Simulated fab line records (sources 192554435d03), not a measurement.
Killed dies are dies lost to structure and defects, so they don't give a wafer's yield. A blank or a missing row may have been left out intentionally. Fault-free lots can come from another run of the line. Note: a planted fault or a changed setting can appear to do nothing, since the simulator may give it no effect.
Lot-split experiment | flow n5-finfet | on a route of 1938 steps: 7 lots, 21 wafers read

## THE SPLIT ITSELF
At N5_BEOL_M0_SAQP_PECVD_96 (deposits a-Si from SiH4/He, target thk 45 nm, time 45.2 s), the setting time-s was moved away from the recipe's 45.2 s on 9 of the 21 wafers read, by -12.7% to +7.7%. All remaining wafers had this setting at the recipe value.

## FROM THE SPLIT TO THE READING: what the file shows between them, 8 steps
- N5_BEOL_M0_SAQP_COAT_08: resist thk 90 nm (also split here: spin-rpm)
- N5_BEOL_M0_SAQP_EBR_10
- N5_BEOL_M0_SAQP_SOFTBAKE_09: time 60 s
- N5_BEOL_M0_SAQP_EXPOSE_11: exposes mask M0 CORE, target cd 42 nm
- N5_BEOL_M0_SAQP_PEB_12: peb time 60 s
- N5_BEOL_M0_SAQP_DEVELOP_13: develop time 30 s
- N5_BEOL_M0_SAQP_ETCH_101: etches SiNx in CH3F/O2, target depth 29.9 nm, time 42.7 s
- N5_BEOL_M0_SAQP_ETCH_102: etches SiO2 in CF4, target depth 4 nm, time 4.4 s

## THE READING
oes-product-au, in a.u., at N5_BEOL_M0_SAQP_MANDREL_ETCH_103 (etches a-Si in HBr/Cl2, stops on SiCN, target depth 45 nm, bt time 10 s, time 27 s). On this fab line, fault-free wafers typically give 0.681 a.u. with a standard deviation of 0.012 a.u.

wafer  | tool, chamber at the split | time-s as run, s | against the recipe | oes-product-au, a.u. | against lot-mates on the recipe
L075.1 | pecvd-02, 0,2              | 39.96            | -11.6%             | 0.628                | -0.068
L075.3 | pecvd-02, 0,2              | 39.96            | -11.6%             | 0.633                | -0.063
L075.6 | pecvd-02, 2                | 45.2             | recipe             | 0.696                | -
L080.2 | pecvd-04, 0                | 43.09            | -4.7%              | 0.650                | -0.034
L080.3 | pecvd-04, 1                | 45.2             | recipe             | 0.691                | -
L080.5 | pecvd-04, 1                | 45.2             | recipe             | 0.677                | -
L084.1 | pecvd-01, 1,2              | 45.2             | recipe             | 0.675                | -
L084.5 | pecvd-01, 1                | 45.2             | recipe             | 0.677                | -
L084.6 | pecvd-01, 1,2              | 45.2             | recipe             | 0.673                | -
L085.3 | pecvd-02, 2                | 45.2             | recipe             | 0.674                | -
L085.5 | pecvd-02, 1,0              | 45.2             | recipe             | 0.671                | -
L085.6 | pecvd-02, 1,0              | 45.2             | recipe             | 0.705                | -
L089.2 | pecvd-02, 1                | 45.2             | recipe             | 0.660                | -
L089.5 | pecvd-02, 2                | 39.47            | -12.7%             | 0.622                | -0.041
L089.6 | pecvd-02, 0                | 45.2             | recipe             | 0.667                | -
L094.1 | pecvd-04, 0                | 39.82            | -11.9%             | 0.626                | no lot-mate on the recipe
L094.2 | pecvd-04, 1                | 39.82            | -11.9%             | 0.630                | no lot-mate on the recipe
L094.4 | pecvd-04, 0                | 39.82            | -11.9%             | 0.653                | no lot-mate on the recipe
L096.1 | pecvd-01, 0                | 48.7             | +7.7%              | 0.710                | +0.051
L096.3 | pecvd-01, 2                | 48.7             | +7.7%              | 0.706                | +0.047
L096.6 | pecvd-01, 0                | 45.2             | recipe             | 0.659                | -
Where a row lists several chambers, the file gives one row for several wafers and doesn't say which wafer went through which chamber.

FIT RESULTS
A straight line over all 21 wafers: oes-product-au changes by +0.00385 a.u. for each +1% of time-s; r = +0.90; the points scatter about the line by 0.012 a.u.
The same after taking each lot's own level away (the mean of its wafers on the recipe; 18 wafers): +0.00524 a.u. for each +1%; r = +0.95; scatter 0.01 a.u.
Per that fit: largest time-s move, reading shift of 0.066 a.u.
The span of the lots' own levels, 0.6590 to 0.6960 a.u., comes to 3.1 times the standard deviation stated above.
So the lot-to-lot level changes the slope: the two fits differ.
Check: with one of the wafers moved furthest among these (-12.7%) left out of the fit, the line predicts -0.075 a.u. for it against its lot-mates. It came out at -0.0415 a.u. against them.

## OTHER SPLITS APPLIED TO THESE WAFERS
Note: prior to the reading, these wafers also went through further splits. Each is held against what the fit with the lots' levels taken away leaves over:
other split on the same wafers                  | wafers away from the commonest value | r with oes-product-au (lot level and that fit taken away)
N5_HKMG_FIN_DESCUM_53 time-s                    | 6                                    | +0.15
N5_GATE_CUT_CUT_ETCH_54 icp-w                   | 10                                   | +0.08
N5_MOL_CONTACT_COAG_EXPOSE_81 dose-mj           | 8                                    | -0.45
N5_MOL_CONTACT_COAG_ETCHBACK_136 target-depth-a | 4                                    | -0.10
N5_MOL_CONTACT_COAG_CVD_140 target-thk-a        | 7                                    | +0.20
N5_BEOL_M0_SAQP_COAT_08 spin-rpm                | 10                                   | -0.31

## THE WHOLE CHAIN: every reading that the file lists as answering this split, in the file's order
step                                | what it does                                                                       | reading                                                                               | change (the file's fit)                   | r (the file's)
N5_BEOL_M0_SAQP_PECVD_96            | deposits a-Si from SiH4/He, target thk 45 nm, time 45.2 s                          | a-Si_of_BEOL_M0_SAQP_PECVD_96.thk-nm (the simulator's own value, which no gauge read) | +0.45 nm for each +1% of the setting      | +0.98
N5_BEOL_M0_SAQP_MANDREL_ETCH_103    | etches a-Si in HBr/Cl2, stops on SiCN, target depth 45 nm, bt time 10 s, time 27 s | oes-product-au                                                                        | +0.00482 a.u. for each +1% of the setting | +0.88
N5_BEOL_M0_SAQP_MANDREL_ETCH_103    | etches a-Si in HBr/Cl2, stops on SiCN, target depth 45 nm, bt time 10 s, time 27 s | etch.depth-nm (the simulator's own value, which no gauge read)                        | +0.445 nm for each +1% of the setting     | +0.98
N5_BEOL_M0_SAQP_SPACER2_ETCHBACK_27 | etches SiO2 in CHF3/O2, target depth 22.5 nm, time 11.25 s                         | a-Si_of_BEOL_M0_SAQP_PECVD_96.thk-nm (the simulator's own value, which no gauge read) | +0.441 nm for each +1% of the setting     | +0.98

## FILE'S OWN FIT
oes-product-au changes by +0.00482 a.u. for each +1% of time-s, r = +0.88.
